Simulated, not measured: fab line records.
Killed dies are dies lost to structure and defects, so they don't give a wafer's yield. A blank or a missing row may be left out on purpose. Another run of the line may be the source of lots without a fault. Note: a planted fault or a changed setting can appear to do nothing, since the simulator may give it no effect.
fab line records    flow nand_harc
[record] lots = 5  wafers = 15  last_day = 24
route steps=1159 shown A_STAIRCASE@580
lots untouched by any fault: they come from a run of this same line in which no faults occurred
start_h: hours from the record's first day to the start of the lot's first wafer shown    wait_h: time in hours since the lot's previous step    " repeats the value in the row above    L1.1+2: several wafers, shown together as one row    - no value, or no start was given    * or withheld: withheld    < > ~ a bound
route shown NAME@n: a module of which the file shows steps, and the number in the route of the first    usual: mean and standard deviation over wafers with no fault    same: alike in all rows    chamber/n: place in a boat    sites: the reading at each site    _std_site: their standard deviation    _edge_site: the outer-site mean with the inner-site mean subtracted    radius_mm: how far each site lies from the wafer's centre    mask NAME#n: copy n    behind: the tool/chamber that last shaped the wafer    hold: cause of the lot's hold/its duration in hours/its outcome    device: the transistor (n, p or np) that didn't switch    end of line: tests of these same wafers at the route's end    where a step has no rows: the recipe by itself    killed: at the first sort, the dies lost to defects and structure; wafer yield is something else    map: dies across one wafer; x = killed, . = not, _ = none there
set.NAME: the setting the step ran with; set.NAME@STEP: the setting that earlier step ran with    model.NAME: the simulator's own value behind a step, which no gauge read
certain route steps with their lots: each step a table, each wafer a row
services: a tool's chamber out of use, with start hour (start_h, from the record's first day; less than 0 if before it), hours out, and reason
[[steps]]
[step NHARC_A_STAIRCASE_DESCUM_186]
[recipe] time_s = 3  o2_flow_sccm = 200  ar_flow_sccm = 0  bias_power_w = 0  chemistry = O2
[usual] drypump_motor_current_A = 5.8/0.48  oes_product_au = 0.998/0.0085  rf_vpp_V = 57.6/0.99  showerhead_plenum_p_Torr = 1.89/0.079  throttle_valve_pct = 11.311/0.009
[same] time_s = 3
lot.wafer  tool         chamber  start_h  wait_h  drypump_motor_current_A  oes_product_au  rf_hours_counter_h  rf_vpp_V  showerhead_plenum_p_Torr  throttle_valve_pct
L074.4     rie_diel-01  0        237.53   -       6.2                      0.977           31                  58.7      1.97                      11.295
L074.2     "            1        "        "       5.0                      0.975           33                  57.5      2.02                      11.308
L074.6     "            3        "        "       5.7                      0.986           -                   57.6      1.93                      11.311
L075.4     rie_diel-08  0        249.14   -       5.6                      1.012           44                  58.5      1.96                      11.312
L075.5     "            2        "        "       6.3                      1.000           -                   59.7      2.02                      11.315
L075.6     "            3        "        "       5.0                      1.003           -                   55.5      1.82                      11.312
L085.3     rie_diel-13  3        325.15   -       5.3                      0.987           15                  56.6      1.77                      11.301
L085.1     "            0        "        "       5.4                      0.999           12                  57.5      1.84                      11.304
L085.5     "            1        "        "       6.5                      1.003           -                   56.5      1.77                      11.316
L088.3     rie_diel-01  1        325.65   -       5.1                      1.001           0                   56.8      2.01                      11.309
L088.1     "            3        "        "       5.6                      0.991           0                   57.5      1.92                      11.313
L088.5     "            2        "        "       6.3                      1.002           -                   57.2      1.87                      11.307
L095.4     rie_diel-01  2        370.73   -       6.3                      0.992           20                  57.1      1.87                      11.312
L095.5     "            0        "        "       6.2                      0.995           -                   55.6      1.96                      11.334
L095.6     "            1        "        "       5.1                      0.994           -                   58.8      2.00                      11.308
[step NHARC_A_STAIRCASE_TRIM_187]
[recipe] time_s = 211.2  o2_flow_sccm = 500  ar_flow_sccm = 0  bias_w = 0  chemistry = O2
[usual] drypump_motor_current_A = 5.8/0.49  oes_product_au = 0.999/0.007  rf_vpp_V = 57.6/0.75  showerhead_plenum_p_Torr = 3.49/0.14  throttle_valve_pct = 17.037/0.0094
[same] time_s = 211.2
lot.wafer  tool         chamber  start_h  wait_h  drypump_motor_current_A  oes_product_au  rf_hours_counter_h  rf_vpp_V  showerhead_plenum_p_Torr  throttle_valve_pct
L074.4     rie_diel-01  3        237.63   0.1     5.7                      1.003           32                  57.6      3.56                      17.045
L074.2     "            0        "        "       6.2                      0.992           31                  57.5      3.63                      17.033
L074.6     "            1        "        "       5.1                      0.993           -                   56.6      3.71                      17.030
L075.4     rie_diel-08  2        249.21   0.1     6.3                      0.994           49                  57.8      3.72                      17.032
L075.6     "            2        "        "       6.3                      0.993           -                   59.7      3.72                      17.026
L075.5     "            3        "        "       5.0                      0.999           -                   56.7      3.38                      17.024
L085.3     rie_diel-13  1        325.21   0.1     6.5                      1.001           13                  57.7      3.29                      17.038
L085.1     "            0        "        "       5.4                      0.998           12                  58.0      3.40                      17.047
L085.5     "            1        "        "       6.5                      1.001           -                   57.6      3.29                      17.027
L088.1     rie_diel-01  1        325.76   0.1     5.0                      0.993           0                   59.0      3.69                      17.024
L088.3     "            2        "        "       6.3                      1.002           0                   57.7      3.46                      17.047
L088.5     "            3        "        "       5.7                      1.013           -                   57.7      3.54                      17.028
L095.4     rie_diel-01  1        370.80   0.1     5.1                      1.005           16                  58.0      3.68                      17.039
L095.6     "            1        "        "       5.1                      0.998           -                   58.4      3.68                      17.041
L095.5     "            2        "        "       6.3                      1.002           -                   57.4      3.45                      17.039
[step NHARC_A_STAIRCASE_ETCH_188]
[recipe] target_depth_a = 1000  time_s = 40.5  ion_energy_ev = 400  c4f8_flow_sccm = 20  o2_flow_sccm = 10  ar_flow_sccm = withheld  rf_w = 600  bias_w = 1000  chemistry = C4F8/O2
[usual] oes_product_au = 0.937/0.014  rf_vpp_V = 895/5.2
[same] time_s = 40.5
lot.wafer  tool         chamber  start_h  wait_h  oes_product_au  rf_hours_counter_h  rf_vpp_V
L074.4     rie_diel-01  2        -        -       0.940           31                  895
L074.2     "            3        "        "       0.950           32                  898
L074.6     "            0        "        "       0.963           -                   900
L075.4     rie_diel-08  3        -        -       0.927           46                  890
L075.6     "            1        "        "       0.932           -                   893
L075.5     "            2        "        "       0.933           -                   904
L085.1     rie_diel-13  1        -        -       0.940           13                  888
L085.3     "            2        "        "       0.941           15                  893
L085.5     "            1        "        "       0.937           -                   887
L088.3     rie_diel-01  1        -        -       0.937           0                   902
L088.1     "            3        "        "       0.935           1                   896
L088.5     "            2        "        "       0.948           -                   894
L095.4     rie_diel-01  3        -        -       0.950           20                  896
L095.5     "            0        "        "       0.934           -                   899
L095.6     "            1        "        "       0.938           -                   902
[step NHARC_A_STAIRCASE_TRIM_189]
[recipe] time_s = 211.2  o2_flow_sccm = 500  ar_flow_sccm = 0  bias_w = 0  chemistry = O2
[usual] drypump_motor_current_A = 5.8/0.48  oes_product_au = 1.001/0.0071  rf_vpp_V = 57.6/0.96  showerhead_plenum_p_Torr = 3.48/0.13  throttle_valve_pct = 17.036/0.0091
[same] time_s = 211.2
lot.wafer  tool         chamber  start_h  wait_h  drypump_motor_current_A  oes_product_au  rf_hours_counter_h  rf_vpp_V  showerhead_plenum_p_Torr  throttle_valve_pct
L074.2     rie_diel-01  2        -        -       6.3                      0.997           31                  55.4      3.48                      17.042
L074.4     "            1        "        "       5.1                      0.992           34                  58.5      3.71                      17.027
L074.6     "            2        "        "       6.3                      1.001           -                   57.8      3.48                      17.034
L075.4     rie_diel-08  1        -        -       5.7                      0.999           39                  56.6      3.44                      17.034
L075.5     "            0        "        "       5.6                      1.009           -                   58.4      3.60                      17.021
L075.6     "            1        "        "       5.7                      1.008           -                   58.2      3.44                      17.044
L085.1     rie_diel-13  1        -        -       6.5                      1.003           13                  57.0      3.29                      17.032
L085.3     "            2        "        "       6.3                      1.014           15                  57.4      3.44                      17.032
L085.5     "            1        "        "       6.5                      0.997           -                   58.5      3.29                      17.023
L088.1     rie_diel-01  3        -        -       5.7                      0.992           1                   56.4      3.54                      17.031
L088.3     "            1        "        "       5.1                      1.002           1                   58.0      3.69                      17.043
L088.5     "            3        "        "       5.7                      1.003           -                   56.7      3.54                      17.045
L095.4     rie_diel-01  1        -        -       5.1                      1.005           16                  58.1      3.68                      17.032
L095.6     "            2        "        "       6.3                      1.008           -                   57.0      3.45                      17.023
L095.5     "            3        "        "       5.7                      1.002           -                   56.9      3.53                      17.031
[step NHARC_A_STAIRCASE_ETCH_190]
[recipe] target_depth_a = 1000  time_s = 40.5  ion_energy_ev = 400  c4f8_flow_sccm = 20  o2_flow_sccm = 10  ar_flow_sccm = withheld  rf_w = 600  bias_w = 1000  chemistry = C4F8/O2
[usual] oes_product_au = 0.941/0.011  rf_vpp_V = 894/5.1
[same] time_s = 40.5
lot.wafer  tool         chamber  start_h  wait_h  oes_product_au  rf_hours_counter_h  rf_vpp_V
L074.2     rie_diel-01  1        -        -       0.949           34                  902
L074.4     "            3        "        "       0.937           32                  897
L074.6     "            1        "        "       0.944           -                   902
L075.4     rie_diel-08  3        -        -       0.937           46                  890
L075.6     "            0        "        "       0.934           -                   898
L075.5     "            1        "        "       0.939           -                   893
L085.1     rie_diel-13  2        -        -       0.947           15                  895
L085.3     "            0        "        "       0.934           13                  892
L085.5     "            2        "        "       0.942           -                   892
L088.1     rie_diel-01  0        -        -       0.936           1                   900
L088.3     "            1        "        "       0.951           1                   902
L088.5     "            3        "        "       0.941           -                   899
L095.4     rie_diel-01  2        -        -       0.948           20                  894
L095.6     "            3        "        "       0.932           -                   896
L095.5     "            0        "        "       0.938           -                   898
[step NHARC_A_STAIRCASE_TRIM_191]
[recipe] time_s = 211.2  o2_flow_sccm = 500  ar_flow_sccm = 0  bias_w = 0  chemistry = O2
[usual] drypump_motor_current_A = 5.8/0.5  oes_product_au = 0.997/0.0078  rf_vpp_V = 57.7/0.92  showerhead_plenum_p_Torr = 3.49/0.14  throttle_valve_pct = 17.038/0.0097
[same] time_s = 211.2
lot.wafer  tool         chamber  start_h  wait_h  drypump_motor_current_A  oes_product_au  rf_hours_counter_h  rf_vpp_V  showerhead_plenum_p_Torr  throttle_valve_pct
L074.2     rie_diel-01  2        -        -       6.3                      0.991           31                  57.8      3.48                      17.049
L074.4     "            3        "        "       5.7                      0.990           32                  57.7      3.56                      17.044
L074.6     "            2        "        "       6.3                      0.989           -                   57.5      3.48                      17.037
L075.4     rie_diel-08  0        -        -       5.6                      1.013           44                  58.2      3.60                      17.036
L075.5     "            2        "        "       6.3                      1.001           -                   58.7      3.72                      17.037
L075.6     "            3        "        "       5.0                      0.994           -                   58.4      3.38                      17.052
L085.1     rie_diel-13  1        -        -       6.5                      1.003           13                  58.4      3.29                      17.035
L085.3     "            2        "        "       6.3                      1.001           16                  57.2      3.44                      17.050
L085.5     "            3        "        "       5.4                      0.995           -                   58.0      3.28                      17.028
L088.3     rie_diel-01  2        -        -       6.3                      1.001           1                   56.9      3.46                      17.042
L088.1     "            3        "        "       5.7                      0.992           1                   57.8      3.54                      17.024
L088.5     "            1        "        "       5.1                      1.002           -                   60.0      3.69                      17.034
L095.4     rie_diel-01  1        -        -       5.1                      0.990           16                  57.1      3.68                      17.019
L095.5     "            3        "        "       5.7                      0.995           -                   56.7      3.53                      17.049
L095.6     "            0        "        "       6.2                      0.999           -                   58.4      3.61                      17.037
[step NHARC_A_STAIRCASE_ETCH_192]
[recipe] target_depth_a = 1000  time_s = 40.5  ion_energy_ev = 400  c4f8_flow_sccm = 20  o2_flow_sccm = 10  ar_flow_sccm = withheld  rf_w = 600  bias_w = 1000  chemistry = C4F8/O2
[usual] oes_product_au = 0.940/0.0099  rf_vpp_V = 894/5
[same] time_s = 40.5
lot.wafer  tool         chamber  start_h  wait_h  oes_product_au  rf_hours_counter_h  rf_vpp_V
L074.4     rie_diel-01  1        -        -       0.934           34                  905
L074.2     "            2        "        "       0.940           32                  894
L074.6     "            3        "        "       0.942           -                   897
L075.4     rie_diel-08  3        -        -       0.937           46                  890
L075.6     "            0        "        "       0.956           -                   899
L075.5     "            1        "        "       0.963           -                   893
L085.3     rie_diel-13  3        -        -       0.928           15                  887
L085.1     "            1        "        "       0.946           13                  887
L085.5     "            0        "        "       0.938           -                   892
L088.3     rie_diel-01  3        -        -       0.953           1                   896
L088.1     "            1        "        "       0.939           1                   902
L088.5     "            0        "        "       0.936           -                   900
L095.4     rie_diel-01  3        -        -       0.943           20                  896
L095.6     "            1        "        "       0.956           -                   901
L095.5     "            2        "        "       0.943           -                   894
[step NHARC_A_STAIRCASE_TRIM_193]
[recipe] time_s = 211.2  o2_flow_sccm = 500  ar_flow_sccm = 0  bias_w = 0  chemistry = O2
[usual] drypump_motor_current_A = 5.8/0.49  oes_product_au = 1.000/0.0082  rf_vpp_V = 57.7/0.89  showerhead_plenum_p_Torr = 3.48/0.14  throttle_valve_pct = 17.036/0.0081
[same] time_s = 211.2
lot.wafer  tool         chamber  start_h  wait_h  drypump_motor_current_A  oes_product_au  rf_hours_counter_h  rf_vpp_V  showerhead_plenum_p_Torr  throttle_valve_pct
L074.4     rie_diel-01  3        -        -       5.7                      0.999           33                  59.5      3.56                      17.019
L074.2     "            2        "        "       6.3                      0.990           32                  56.9      3.48                      17.047
L074.6     "            0        "        "       6.2                      0.998           -                   58.3      3.63                      17.029
L075.4     rie_diel-08  3        -        -       5.0                      0.993           46                  57.5      3.37                      17.026
L075.5     "            0        "        "       5.6                      1.009           -                   57.5      3.60                      17.030
L075.6     "            1        "        "       5.8                      0.992           -                   57.4      3.44                      17.039
L085.3     rie_diel-13  1        -        -       6.4                      0.999           14                  57.8      3.29                      17.033
L085.1     "            0        "        "       5.4                      0.999           13                  59.3      3.40                      17.040
L085.5     "            2        "        "       6.3                      1.005           -                   57.4      3.44                      17.027
L088.1     rie_diel-01  3        -        -       5.7                      1.000           1                   57.8      3.54                      17.031
L088.3     "            0        "        "       6.2                      0.998           1                   58.4      3.62                      17.043
L088.5     "            2        "        "       6.3                      1.004           -                   58.0      3.46                      17.052
L095.4     rie_diel-01  2        -        -       6.3                      1.012           20                  58.8      3.45                      17.048
L095.5     "            0        "        "       6.2                      1.003           -                   57.3      3.61                      17.030
L095.6     "            1        "        "       5.1                      1.010           -                   59.8      3.68                      17.042
[step NHARC_A_STAIRCASE_ETCH_194]
[recipe] target_depth_a = 1000  time_s = 40.5  ion_energy_ev = 400  c4f8_flow_sccm = 20  o2_flow_sccm = 10  ar_flow_sccm = withheld  rf_w = 600  bias_w = 1000  chemistry = C4F8/O2
[usual] oes_product_au = 0.941/0.01  rf_vpp_V = 894/5.2
[same] time_s = 40.5
lot.wafer  tool         chamber  start_h  wait_h  oes_product_au  rf_hours_counter_h  rf_vpp_V
L074.4     rie_diel-01  0        -        -       0.941           32                  900
L074.2     "            2        "        "       0.943           32                  893
L074.6     "            3        "        "       0.946           -                   897
L075.4     rie_diel-08  3        -        -       0.932           46                  892
L075.6     "            0        "        "       0.949           -                   899
L075.5     "            1        "        "       0.940           -                   893
L085.3     rie_diel-13  1        -        -       0.933           14                  886
L085.1     "            0        "        "       0.947           13                  892
L085.5     "            2        "        "       0.947           -                   893
L088.3     rie_diel-01  0        -        -       0.941           1                   899
L088.1     "            3        "        "       0.950           1                   896
L088.5     "            0        "        "       0.927           -                   900
L095.4     rie_diel-01  2        -        -       0.960           20                  894
L095.5     "            0        "        "       0.925           -                   901
L095.6     "            1        "        "       0.928           -                   901
[step NHARC_A_STAIRCASE_TRIM_196]
[recipe] time_s = 211.2  o2_flow_sccm = 500  ar_flow_sccm = 0  bias_w = 0  chemistry = O2
[usual] drypump_motor_current_A = 5.8/0.48  oes_product_au = 1.000/0.0069  rf_vpp_V = 57.8/0.91  showerhead_plenum_p_Torr = 3.50/0.14  throttle_valve_pct = 17.037/0.0087
[same] time_s = 211.2
lot.wafer  tool         chamber  start_h  wait_h  drypump_motor_current_A  oes_product_au  rf_hours_counter_h  rf_vpp_V  showerhead_plenum_p_Torr  throttle_valve_pct
L074.4     rie_diel-08  1        238.62   0.1     5.7                      1.000           35                  57.5      3.44                      17.037
L074.2     "            3        "        "       5.0                      0.996           40                  58.2      3.38                      17.056
L074.6     "            1        "        "       5.7                      0.996           -                   58.0      3.44                      17.036
L075.4     rie_diel-08  1        250.45   0.1     5.7                      1.005           39                  56.2      3.44                      17.035
L075.6     "            2        "        "       6.3                      0.993           -                   58.2      3.72                      17.045
L075.5     "            3        "        "       5.0                      0.991           -                   57.2      3.37                      17.042
L085.3     rie_diel-13  0        326.44   0.1     5.4                      1.004           13                  59.1      3.40                      17.035
L085.1     "            3        "        "       5.4                      0.995           15                  55.7      3.28                      17.037
L085.5     "            1        "        "       6.4                      0.997           -                   55.9      3.29                      17.028
L088.1     rie_diel-08  0        327.09   0.1     5.6                      1.003           6                   57.2      3.59                      17.030
L088.3     "            1        "        "       5.7                      0.991           6                   58.7      3.42                      17.041
L088.5     "            2        "        "       6.3                      1.014           -                   59.6      3.70                      17.036
L095.4     rie_diel-01  3        371.86   0.1     5.7                      0.996           21                  58.1      3.53                      17.036
L095.5     "            1        "        "       5.1                      0.995           -                   58.4      3.68                      17.041
L095.6     "            2        "        "       6.3                      0.986           -                   57.5      3.45                      17.056
[step NHARC_A_STAIRCASE_ETCH_197]
[recipe] target_depth_a = 1000  time_s = 40.5  ion_energy_ev = 400  c4f8_flow_sccm = 20  o2_flow_sccm = 10  ar_flow_sccm = withheld  rf_w = 600  bias_w = 1000  chemistry = C4F8/O2
[usual] oes_product_au = 0.949/0.019  rf_vpp_V = 895/4.9
[same] time_s = 40.5
lot.wafer  tool         chamber  start_h  wait_h  oes_product_au  rf_hours_counter_h  rf_vpp_V
L074.2     rie_diel-08  3        -        -       0.980           40                  890
L074.4     "            0        "        "       0.994           39                  900
L074.6     "            2        "        "       0.972           -                   902
L075.4     rie_diel-08  1        -        -       0.957           39                  893
L075.6     "            0        "        "       0.967           -                   897
L075.5     "            1        "        "       0.964           -                   892
L085.1     rie_diel-13  0        -        -       0.935           13                  891
L085.3     "            1        "        "       0.938           14                  887
L085.5     "            0        "        "       0.933           -                   891
L088.3     rie_diel-08  0        -        -       0.942           6                   897
L088.1     "            2        "        "       0.932           7                   900
L088.5     "            2        "        "       0.934           -                   902
L095.4     rie_diel-01  1        -        -       0.946           17                  901
L095.6     "            2        "        "       0.938           -                   893
L095.5     "            3        "        "       0.948           -                   896
[step NHARC_A_STAIRCASE_TRIM_198]
[recipe] time_s = 211.2  o2_flow_sccm = 500  ar_flow_sccm = 0  bias_w = 0  chemistry = O2
[usual] drypump_motor_current_A = 5.8/0.47  oes_product_au = 1.001/0.0073  rf_vpp_V = 57.7/0.89  showerhead_plenum_p_Torr = 3.50/0.14  throttle_valve_pct = 17.037/0.0085
[same] time_s = 211.2
lot.wafer  tool         chamber  start_h  wait_h  drypump_motor_current_A  oes_product_au  rf_hours_counter_h  rf_vpp_V  showerhead_plenum_p_Torr  throttle_valve_pct
L074.2     rie_diel-08  1        -        -       5.7                      1.005           35                  57.9      3.44                      17.049
L074.4     "            2        "        "       6.3                      0.997           44                  58.6      3.72                      17.021
L074.6     "            3        "        "       5.0                      0.997           -                   57.1      3.38                      17.037
L075.4     rie_diel-08  0        -        -       5.6                      1.008           44                  57.2      3.60                      17.021
L075.5     "            2        "        "       6.3                      1.002           -                   56.6      3.72                      17.028
L075.6     "            3        "        "       5.0                      0.999           -                   56.9      3.37                      17.031
L085.1     rie_diel-13  1        -        -       6.5                      1.011           14                  56.6      3.29                      17.037
L085.3     "            3        "        "       5.3                      1.011           16                  57.1      3.28                      17.038
L085.5     "            1        "        "       6.4                      1.003           -                   57.2      3.29                      17.041
L088.1     rie_diel-08  0        -        -       5.6                      1.007           6                   56.6      3.59                      17.033
L088.3     "            1        "        "       5.7                      0.991           6                   58.9      3.42                      17.041
L088.5     "            1        "        "       5.7                      0.994           -                   58.4      3.42                      17.038
L095.4     rie_diel-01  2        -        -       6.3                      0.995           21                  58.1      3.45                      17.030
L095.5     "            2        "        "       6.3                      1.004           -                   58.1      3.45                      17.033
L095.6     "            3        "        "       5.7                      0.993           -                   57.7      3.53                      17.031
[step NHARC_A_STAIRCASE_ETCH_199]
[recipe] target_depth_a = 1000  time_s = 40.5  ion_energy_ev = 400  c4f8_flow_sccm = 20  o2_flow_sccm = 10  ar_flow_sccm = withheld  rf_w = 600  bias_w = 1000  chemistry = C4F8/O2
[usual] oes_product_au = 0.943/0.011  rf_vpp_V = 895/5.2
[same] time_s = 40.5
lot.wafer  tool         chamber  start_h  wait_h  oes_product_au  rf_hours_counter_h  rf_vpp_V
L074.2     rie_diel-08  3        -        -       0.948           42                  890
L074.4     "            0        "        "       0.955           40                  898
L074.6     "            0        "        "       0.955           -                   897
L075.4     rie_diel-08  0        -        -       0.969           44                  899
L075.6     "            1        "        "       0.965           -                   891
L075.5     "            2        "        "       0.936           -                   903
L085.1     rie_diel-13  0        -        -       0.929           14                  892
L085.3     "            2        "        "       0.933           16                  892
L085.5     "            0        "        "       0.941           -                   891
L088.1     rie_diel-08  0        -        -       0.942           6                   898
L088.3     "            2        "        "       0.944           7                   904
L088.5     "            1        "        "       0.926           -                   892
L095.4     rie_diel-01  1        -        -       0.923           17                  902
L095.5     "            2        "        "       0.934           -                   894
L095.6     "            3        "        "       0.925           -                   897
[step NHARC_A_STAIRCASE_TRIM_200]
[recipe] time_s = 211.2  o2_flow_sccm = 500  ar_flow_sccm = 0  bias_w = 0  chemistry = O2
[usual] drypump_motor_current_A = 5.8/0.48  oes_product_au = 1.000/0.0078  rf_vpp_V = 57.8/0.91  showerhead_plenum_p_Torr = 3.50/0.14  throttle_valve_pct = 17.037/0.0097
[same] time_s = 211.2
lot.wafer  tool         chamber  start_h  wait_h  drypump_motor_current_A  oes_product_au  rf_hours_counter_h  rf_vpp_V  showerhead_plenum_p_Torr  throttle_valve_pct
L074.2     rie_diel-08  3        -        -       5.0                      0.988           42                  56.7      3.38                      17.029
L074.4     "            0        "        "       5.6                      1.007           40                  58.3      3.61                      17.037
L074.6     "            3        "        "       5.0                      0.996           -                   57.3      3.38                      17.053
L075.4     rie_diel-08  2        -        -       6.3                      0.995           50                  59.0      3.72                      17.043
L075.6     "            1        "        "       5.8                      1.000           -                   56.7      3.44                      17.046
L075.5     "            2        "        "       6.3                      1.001           -                   58.1      3.72                      17.055
L085.1     rie_diel-13  2        -        -       6.3                      0.999           17                  57.4      3.44                      17.047
L085.3     "            3        "        "       5.4                      1.004           16                  57.0      3.28                      17.031
L085.5     "            2        "        "       6.3                      1.007           -                   56.6      3.44                      17.034
L088.3     rie_diel-08  2        -        -       6.3                      0.996           8                   57.5      3.70                      17.018
L088.1     "            0        "        "       5.7                      1.014           6                   58.1      3.59                      17.027
L088.5     "            1        "        "       5.7                      0.997           -                   56.3      3.42                      17.054
L095.4     rie_diel-01  2        -        -       6.3                      1.001           21                  59.0      3.45                      17.045
L095.5     "            3        "        "       5.7                      0.989           -                   58.4      3.53                      17.024
L095.6     "            0        "        "       6.2                      0.998           -                   59.3      3.61                      17.039
[step NHARC_A_STAIRCASE_ETCH_201]
[recipe] target_depth_a = 1000  time_s = 40.5  ion_energy_ev = 400  c4f8_flow_sccm = 20  o2_flow_sccm = 10  ar_flow_sccm = withheld  rf_w = 600  bias_w = 1000  chemistry = C4F8/O2
[usual] oes_product_au = 0.942/0.011  rf_vpp_V = 895/5.3
[same] time_s = 40.5
lot.wafer  tool         chamber  start_h  wait_h  oes_product_au  rf_hours_counter_h  rf_vpp_V
L074.2     rie_diel-08  3        -        -       0.949           42                  890
L074.4     "            1        "        "       0.966           36                  895
L074.6     "            3        "        "       0.946           -                   891
L075.4     rie_diel-08  3        -        -       0.945           47                  891
L075.6     "            1        "        "       0.946           -                   893
L075.5     "            2        "        "       0.936           -                   903
L085.3     rie_diel-13  1        -        -       0.940           15                  887
L085.1     "            2        "        "       0.948           17                  891
L085.5     "            1        "        "       0.945           -                   888
L088.1     rie_diel-08  1        -        -       0.935           7                   892
L088.3     "            2        "        "       0.935           8                   903
L088.5     "            0        "        "       0.940           -                   900
L095.4     rie_diel-01  3        -        -       0.952           22                  896
L095.5     "            2        "        "       0.944           -                   893
L095.6     "            3        "        "       0.942           -                   893
[step NHARC_A_STAIRCASE_TRIM_202]
[recipe] time_s = 211.2  o2_flow_sccm = 500  ar_flow_sccm = 0  bias_w = 0  chemistry = O2
[usual] drypump_motor_current_A = 5.8/0.47  oes_product_au = 1.001/0.008  rf_vpp_V = 57.8/0.83  showerhead_plenum_p_Torr = 3.50/0.14  throttle_valve_pct = 17.036/0.009
[same] time_s = 211.2
lot.wafer  tool         chamber  start_h  wait_h  drypump_motor_current_A  oes_product_au  rf_hours_counter_h  rf_vpp_V  showerhead_plenum_p_Torr  throttle_valve_pct
L074.2     rie_diel-08  3        -        -       5.0                      1.002           42                  59.3      3.38                      17.018
L074.4     "            1        "        "       5.7                      1.000           36                  57.7      3.44                      17.042
L074.6     "            3        "        "       5.0                      1.000           -                   56.1      3.38                      17.042
L075.4     rie_diel-08  1        -        -       5.7                      0.997           39                  56.5      3.44                      17.038
L075.5     "            3        "        "       5.0                      0.986           -                   56.8      3.37                      17.033
L075.6     "            0        "        "       5.6                      1.014           -                   57.7      3.60                      17.049
L085.3     rie_diel-13  2        -        -       6.3                      1.007           17                  57.0      3.44                      17.040
L085.1     "            0        "        "       5.4                      0.995           14                  58.0      3.40                      17.042
L085.5     "            2        "        "       6.3                      0.998           -                   56.8      3.44                      17.029
L088.1     rie_diel-08  2        -        -       6.3                      1.009           8                   57.7      3.70                      17.038
L088.3     "            0        "        "       5.6                      1.006           7                   58.6      3.59                      17.041
L088.5     "            1        "        "       5.7                      0.999           -                   57.5      3.42                      17.033
L095.4     rie_diel-01  2        -        -       6.3                      1.001           21                  57.9      3.45                      17.046
L095.5     "            2        "        "       6.3                      0.999           -                   57.6      3.45                      17.038
L095.6     "            3        "        "       5.7                      1.001           -                   58.3      3.53                      17.031
[step NHARC_A_STAIRCASE_ETCH_203]
[recipe] target_depth_a = 1000  time_s = 40.5  ion_energy_ev = 400  c4f8_flow_sccm = 20  o2_flow_sccm = 10  ar_flow_sccm = withheld  rf_w = 600  bias_w = 1000  chemistry = C4F8/O2
[usual] oes_product_au = 0.943/0.0096  rf_vpp_V = 895/5.2
[same] time_s = 40.5
lot.wafer  tool         chamber  start_h  wait_h  oes_product_au  rf_hours_counter_h  rf_vpp_V
L074.4     rie_diel-08  3        -        -       0.948           42                  890
L074.2     "            0        "        "       0.959           40                  899
L074.6     "            2        "        "       0.948           -                   904
L075.4     rie_diel-08  3        -        -       0.947           47                  891
L075.5     "            3        "        "       0.944           -                   890
L075.6     "            0        "        "       0.960           -                   897
L085.1     rie_diel-13  1        -        -       0.946           15                  888
L085.3     "            2        "        "       0.936           17                  891
L085.5     "            1        "        "       0.943           -                   887
L088.1     rie_diel-08  0        -        -       0.941           7                   898
L088.3     "            1        "        "       0.931           7                   892
L088.5     "            0        "        "       0.944           -                   898
L095.4     rie_diel-01  3        -        -       0.950           22                  896
L095.6     "            1        "        "       0.946           -                   902
L095.5     "            2        "        "       0.948           -                   892
[step NHARC_A_STAIRCASE_STRIP_205]
[recipe] power_w = 1500  temp_c = 250  chemistry = O2
[usual] drypump_motor_current_A = 5.52/0.27  heater_power_w = 316/22
lot.wafer  tool             chamber  start_h  wait_h  drypump_motor_current_A  heater_power_w  rf_hours_counter_h
L074.2     plasma_asher-01  1        241.12   0.1     5.50                     349             48
L074.4     "                1        "        "       5.52                     342             -
L074.6     "                1        "        "       5.51                     353             -
L075.4     plasma_asher-02  0        251.59   0.2     5.41                     301             -
L075.6     "                0        "        "       5.42                     306             -
L075.5     "                1        "        "       5.25                     332             -
L085.1     plasma_asher-01  1        327.93   0.1     5.51                     336             11
L085.3     "                1        "        "       5.52                     341             -
L085.5     "                0        "        "       5.98                     286             -
L088.1     plasma_asher-01  0        329.17   0.1     5.97                     288             12
L088.3     "                0        "        "       6.00                     290             -
L088.5     "                1        "        "       5.53                     340             -
L095.4     plasma_asher-02  1        373.90   0.2     5.25                     322             -
L095.5     "                0        "        "       5.44                     317             -
L095.6     "                1        "        "       5.24                     325             -
[[services]]
tool             chamber  start_h  hours  kind
rie_diel-13      3        216.17   14.1   repair
rie_diel-01      0        221.74   -      clean
rie_diel-01      1        221.74   -      clean
rie_diel-01      2        221.74   -      clean
rie_diel-01      3        221.74   -      clean
rie_diel-08      3        228.24   2.2    repair
rie_diel-01      -        233.41   0.3    repair
plasma_asher-02  -        235.76   14.0   repair
rie_diel-01      0        246.43   -      clean
rie_diel-01      1        246.43   -      clean
rie_diel-01      2        246.43   -      clean
rie_diel-01      3        246.43   -      clean
rie_diel-01      3        255.91   4.9    repair
rie_diel-13      2        260.54   17.9   repair
plasma_asher-02  -        268.01   1.1    repair
rie_diel-01      0        271.04   -      clean
rie_diel-01      1        271.04   -      clean
plasma_asher-01  -        274.53   0.4    repair
rie_diel-13      -        276.21   9.0    pm
plasma_asher-01  -        276.29   9.0    pm
rie_diel-08      -        302.16   9.0    pm
rie_diel-01      -        314.85   9.0    pm
rie_diel-01      1        335.90   1.4    repair
plasma_asher-02  -        360.00   9.0    pm
[[key]]
fault none
